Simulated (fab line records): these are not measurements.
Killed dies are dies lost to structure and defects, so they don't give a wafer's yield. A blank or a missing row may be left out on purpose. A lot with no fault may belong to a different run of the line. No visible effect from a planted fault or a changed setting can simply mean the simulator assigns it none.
Matching of chambers    flow n5Finfet    N5_BEOL_M10_PECVD_70 on pecvd-03: 3 sister chambers
The step deposits SiO2 from TEOS/O2, target thk 20 nm, time 22.7 s. 16 wafers are shown with their chamber, then 8 later ones without.

== WAFERS PAIRED WITH THEIR CHAMBERS ==
wafer   chamber  throttleValvePct (%)  heaterPowerW (W)  showerheadPlenumPTorr (Torr)
L075.2  0        23.3                  684               8.81
L075.4  0        23.1                  688               8.82
L075.5  1        21.8                  874               8.71
L076.1  0        23.1                  639               8.79
L076.4  0        23.3                  650               8.78
L076.6  1        21.7                  801               8.73
L078.1  1        21.8                  866               8.76
L078.4  0        23.4                  646               8.79
L078.6  1        21.9                  860               8.76
L084.3  0        23.7                  622               8.82
L084.5  1        22.0                  910               8.73
L084.6  0        23.3                  639               8.80
L088.1  2        20.4                  795               8.78
L088.2  0        23.7                  669               8.78
L088.4  0        23.5                  660               8.83
L090.1  0        23.5                  695               8.79

SIGNATURES (averages over the wafers above)
reading                chamber 0  chamber 1  chamber 2  scatter within a chamber
throttleValvePct       23.390     21.840     20.400     0.188
heaterPowerW           659.20     862.20     795.00     29.7
showerheadPlenumPTorr  8.8010     8.7380     8.7800     0.0192
Rule: a wafer's distance from a chamber is the root of the sum, over the readings, of the square of ((its reading less the chamber's mean) divided by the reading's scatter). If the next closest chamber is less than 2 further off than the closest, the wafer can't be placed; otherwise it belongs to the closest. The scatter: take each reading less its chamber's mean, square it, sum over the shown wafers, divide by the number of wafers less the number of chambers, and take the root.

== WAFERS MISSING THEIR CHAMBER ==
wafer   throttleValvePct (%)  heaterPowerW (W)  showerheadPlenumPTorr (Torr)
L090.3  21.9                  799               8.75
L090.6  23.7                  683               8.81
L092.4  20.6                  733               8.76
L092.5  20.4                  757               8.77
L092.6  23.8                  601               8.81
L096.1  21.9                  929               8.74
L096.2  23.7                  584               8.82
L096.3  20.8                  754               8.79

== EACH ONE'S CHAMBER ==
wafer   from the rows above  in truth
L090.3  1                    1
L090.6  0                    0
L092.4  2                    2
L092.5  2                    2
L092.6  0                    0
L096.1  1                    1
L096.2  0                    0
L096.3  2                    2
Placed correctly: 8 of 8. Number that these rows cannot place: 0. Number placed wrongly: 0.
